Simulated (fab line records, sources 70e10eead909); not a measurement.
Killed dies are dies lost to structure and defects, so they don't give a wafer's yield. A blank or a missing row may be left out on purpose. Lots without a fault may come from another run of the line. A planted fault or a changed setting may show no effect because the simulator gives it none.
fab line records | flow nand_harc | part 2 of 2: steps 27 to 35 of 35
record lots=5 wafers=15 last_day=22
route steps=1159 shown A_BLC@981 A_M0@994
lots that met no fault: from a run of the same line without faults
start_h: hours from the record's first day to the start of the lot's first wafer shown | wait_h: hours since the lot's step before | " the same as in the row above | L1.1+2: a row that stands for several wafers | - no value, or no start given | * or withheld: withheld | < > ~ a bound
route shown NAME@n: a module of which the file shows steps, and the number in the route of the first | usual: mean/standard deviation of fault-free wafers | same: alike in all rows | chamber/n: place in a boat | sites: the reading at each site | _std_site: their standard deviation | _edge_site: outer sites' mean less inner sites' | radius_mm: how far each site lies from the wafer's centre | mask NAME#n: copy n | behind: the tool/chamber that last shaped the wafer | hold: why the lot was held/for how many hours/how that ended | device: the transistor (n, p or np) that didn't switch | end of line: the same wafers' tests at the end of the route | a step without rows: its recipe alone | killed: dies lost to structure and defects at the first sort, not the wafer's yield | map: a wafer's dies, x killed, . not, _ none there
set.NAME: the setting as run; set.NAME@STEP: as run at that earlier step | model.NAME: the simulator's own value behind a step, which no gauge read
lots at some steps of the route; a table a step, a row a wafer
services: from which hour (start_h, from the record's first day; less than 0 if before it) a tool's chamber was out of use, for how many hours, and why
## steps
# step NHARC_A_M0_ETCH_34
# recipe target_depth_a=400 overetch_a=120 time_s=43.94 ion_energy_ev=200 n2_flow_sccm=150 h2_flow_sccm=150 ar_flow_sccm=0 rf_w=400 bias_w=150 chemistry=N2/H2
# usual drypump_motor_current_A=5.3/0.5 oes_product_au=1.001/0.012 rf_vpp_V=430.3/3 showerhead_plenum_p_Torr=2.03/0.11 throttle_valve_pct=14.171/0.0082
# columns lot.wafer tool chamber start_h wait_h drypump_motor_current_A oes_product_au rf_hours_counter_h rf_vpp_V showerhead_plenum_p_Torr throttle_valve_pct
L074.2 rie_diel-05 1 415.89 0.1 4.7 0.993 5 426.7 1.90 14.166
L074.1 " 2 " " 5.2 1.027 6 434.1 2.20 14.182
L074.3 " 3 " " 5.3 1.010 4 432.6 2.11 14.171
L079.3 rie_diel-05 0 439.77 0.1 4.9 0.990 4 426.9 1.91 14.167
L079.4 " 3 " " 5.2 0.999 5 431.9 2.11 14.167
L079.5 " 0 " " 4.9 0.980 - 428.2 1.91 14.167
L081.3 rie_diel-11 2 445.34 0.1 4.6 0.995 5 427.1 1.95 14.174
L081.6 " 2 " " 4.7 0.984 - 426.0 1.95 14.176
L081.5 " 3 " " 5.3 0.998 - 433.4 2.15 14.170
L083.2 rie_diel-11 1 469.86 0.1 5.8 1.018 7 428.4 1.97 14.164
L083.1 " 2 " " 4.7 0.986 7 427.4 1.95 14.181
L083.3 " 0 " " 5.7 0.999 7 433.6 2.18 14.152
L089.3 rie_diel-11 0 474.00 0.1 5.6 1.003 8 434.7 2.17 14.168
L089.2 " 1 " " 5.8 1.016 8 428.9 1.97 14.168
L089.1 " 2 " " 4.6 1.003 7 428.3 1.95 14.167
# step NHARC_A_M0_ETCH_15
# recipe target_depth_a=1500 overetch_a=150 time_s=82.5 c4f8_flow_sccm=withheld ar_flow_sccm=400 rf_w=600 bias_w=300 chemistry=C4F8/Ar
# usual oes_product_au=0.952/0.021 rf_vpp_V=440/3.1
# columns lot.wafer tool chamber start_h wait_h oes_product_au rf_hours_counter_h rf_vpp_V
L074.3 rie_diel-05 2 - - 0.978 6 444
L074.1 " 3 " " 0.942 4 443
L074.2 " 1 " " 0.983 5 437
L079.3 rie_diel-05 1 - - 0.984 7 437
L079.4 " 3 " " 0.966 5 443
L079.5 " 1 " " 0.978 - 437
L081.3 rie_diel-11 2 - - 0.971 5 438
L081.5 " 1 " " 0.972 - 440
L081.6 " 2 " " 0.971 - 439
L083.1 rie_diel-11 0 - - 0.927 7 445
L083.2 " 2 " " 0.914 7 438
L083.3 " 3 " " 0.946 7 443
L089.1 rie_diel-11 1 - - 0.935 8 439
L089.3 " 2 " " 0.921 7 437
L089.2 " 0 " " 0.919 8 444
# step NHARC_A_M0_CD_MEAS_16
# usual cd_nm=80.1/0.78
# columns lot.wafer tool chamber start_h wait_h cd_nm
L074.1 cd_sem-02 - 416.14 - 78.1
L074.2 " - " " 78.8
L074.3 " - " " 79.6
L079.3 cd_sem-02 - 440.00 - 80.6
L079.4 " - " " 81.2
L079.5 " - " " 80.2
L081.3 cd_sem-03 - 445.56 - 80.3
L081.5 " - " " 81.0
L081.6 " - " " 80.5
L083.1 cd_sem-03 - 470.08 - 80.9
L083.2 " - " " 80.5
L083.3 " - " " 80.2
L089.1 cd_sem-02 - 474.21 - 79.8
L089.2 " - " " 80.6
L089.3 " - " " 79.4
# step NHARC_A_M0_STRIP_18
# recipe power_w=1000 n2_flow_sccm=150 h2_flow_sccm=150 ar_flow_sccm=0 bias_w=0 chemistry=N2/H2
# usual drypump_motor_current_A=5.6/0.55 oes_product_au=1.001/0.013 rf_vpp_V=90.7/0.95 showerhead_plenum_p_Torr=2.04/0.096 throttle_valve_pct=14.171/0.0086
# columns lot.wafer tool chamber start_h wait_h drypump_motor_current_A oes_product_au rf_hours_counter_h rf_vpp_V showerhead_plenum_p_Torr throttle_valve_pct
L074.2 rie_diel-12 0 416.21 0.1 5.8 1.013 1.3 91.5 2.09 14.159
L074.1 " 1 " " 6.5 0.980 1.3 90.3 2.03 14.167
L074.3 " 2 " " 5.8 1.005 1.3 91.0 1.93 14.181
L079.4 rie_diel-11 1 440.07 0.1 5.8 1.005 5.5 90.1 1.97 14.167
L079.3 " 3 " " 5.3 1.006 4.8 91.3 2.15 14.157
L079.5 " 2 " " 4.7 0.987 - 91.1 1.95 14.158
L081.3 rie_diel-12 3 445.68 0.1 6.1 0.993 2.8 89.8 2.11 14.166
L081.6 " 1 " " 6.5 1.003 - 90.9 2.03 14.185
L081.5 " 2 " " 5.9 1.013 - 89.7 1.93 14.173
L083.3 rie_diel-11 2 470.15 0.1 4.7 0.989 7.0 91.8 1.95 14.165
L083.2 " 3 " " 5.3 1.025 6.9 90.0 2.15 14.172
L083.1 " 1 " " 5.8 1.012 7.5 90.0 1.97 14.168
L089.1 rie_diel-05 2 474.31 0.1 5.2 1.012 11.0 91.5 2.20 14.171
L089.2 " 3 " " 5.3 1.008 8.1 89.6 2.11 14.167
L089.3 " 0 " " 4.9 0.983 7.7 91.3 1.91 14.180
# step NHARC_A_M0_STRIP_19
# recipe time_s=600 temp_c=30 chemistry=post_etch_residue_remover
# columns lot.wafer tool chamber start_h wait_h
L074.2+1+3 wet_bench-06 3,4,5 416.50 -
L079.4+3+5 wet_bench-06 7,0,2 440.36 -
L081.5+6+3 wet_bench-06 6,7,2 445.92 -
L083.1+2+3 wet_bench-02 4,5,0 470.43 -
L089.1+3+2 wet_bench-06 5,6,7 474.57 -
# step NHARC_A_M0_DEGAS_28
# recipe temp_c=250 time_s=60
# usual heater_power_w=327/37
# columns lot.wafer tool chamber start_h wait_h heater_power_w
L074.3 pvd_sputter-03 - 416.77 - 296
L074.2 " - " " 334
L074.1 " - " " 308
L079.3 pvd_sputter-03 - 440.62 - 375
L079.4 " - " " 336
L079.5 " - " " 337
L081.3 pvd_sputter-02 - 446.21 - 318
L081.5 " - " " 360
L081.6 " - " " 329
L083.2 pvd_sputter-01 - 470.69 - 265
L083.3 " - " " 302
L083.1 " - " " 327
L089.2 pvd_sputter-01 - 474.83 - 334
L089.1 " - " " 312
L089.3 " - " " 303
# step NHARC_A_M0_PRE_CLEAN_29
# recipe time_s=30 temp_c=280 gas=H2/He
# usual heater_power_w=403/45
# columns lot.wafer tool chamber start_h wait_h heater_power_w
L074.2 pvd_sputter-03 - - - 409
L074.1 " - " " 371
L074.3 " - " " 362
L079.4 pvd_sputter-03 - - - 358
L079.3 " - " " 458
L079.5 " - " " 353
L081.3 pvd_sputter-02 - - - 381
L081.5 " - " " 480
L081.6 " - " " 383
L083.1 pvd_sputter-01 - - - 367
L083.2 " - " " 395
L083.3 " - " " 332
L089.3 pvd_sputter-01 - - - 405
L089.2 " - " " 330
L089.1 " - " " 374
# step NHARC_A_M0_PVD_20
# recipe target_thk_a=50 bias_v=168.6 power_w=15000 chamber_pressure_pa=0.12 time_s=8.06 substrate_temp_c=50 material=TaN
# usual throttle_valve_pct=30.1/0.93
# columns lot.wafer tool chamber start_h wait_h throttle_valve_pct
L074.2 pvd_sputter-03 - - - 30.3
L074.3 " - " " 28.1
L074.1 " - " " 30.4
L079.4 pvd_sputter-03 - - - 28.0
L079.3 " - " " 30.2
L079.5 " - " " 28.4
L081.3 pvd_sputter-02 - - - 29.0
L081.6 " - " " 30.3
L081.5 " - " " 30.2
L083.1 pvd_sputter-01 - - - 29.9
L083.3 " - " " 29.9
L083.2 " - " " 30.3
L089.3 pvd_sputter-01 - - - 32.6
L089.2 " - " " 30.2
L089.1 " - " " 30.5
# step NHARC_A_M0_PVD_21
# recipe target_thk_a=300 chamber_pressure_pa=5 power_w=5000 substrate_temp_c=30 time_s=20.49 material=Cu
# usual throttle_valve_pct=30.0/0.96
# columns lot.wafer tool chamber start_h wait_h throttle_valve_pct
L074.3 pvd_sputter-03 - - - 30.0
L074.1 " - " " 29.6
L074.2 " - " " 27.8
L079.3 pvd_sputter-03 - - - 30.0
L079.4 " - " " 27.9
L079.5 " - " " 29.9
L081.3 pvd_sputter-02 - - - 30.7
L081.6 " - " " 29.2
L081.5 " - " " 29.5
L083.3 pvd_sputter-01 - - - 32.3
L083.1 " - " " 30.0
L083.2 " - " " 30.1
L089.3 pvd_sputter-01 - - - 30.5
L089.2 " - " " 32.7
L089.1 " - " " 29.8
## services
# columns tool chamber start_h hours kind
pvd_sputter-03 - 383.62 2.0 repair
rie_diel-08 1 385.48 2.0 repair
cvd_w-02 - 387.15 13.0 pm
rie_diel-04 - 388.29 0.5 repair
pvd_sputter-02 - 392.01 10.0 pm
rie_diel-05 3 392.92 21.0 repair
wet_bench-04 - 397.61 3.3 repair
rie_diel-05 0 403.87 19.4 repair
rie_diel-04 1 423.46 4.2 repair
arfi_scanner-02 - 428.00 4.0 pm
rie_diel-04 3 428.64 5.6 repair
wet_bench-04 - 439.21 1.1 repair
litho_track-01 - 443.00 7.0 pm
ald_metal-02 0 448.87 11.0 repair
cmp-01 - 451.49 0.6 repair
pvd_sputter-03 - 458.02 10.0 pm
rie_diel-08 3 458.38 6.1 repair
rie_diel-04 2 461.82 12.0 repair
pvd_sputter-01 - 461.95 0.5 repair
rie_diel-08 1 462.88 10.4 repair
rie_diel-04 - 465.93 9.0 pm
rie_diel-05 3 466.40 6.8 repair
litho_track-06 - 467.01 7.0 pm
pvd_sputter-02 - 467.32 1.1 repair
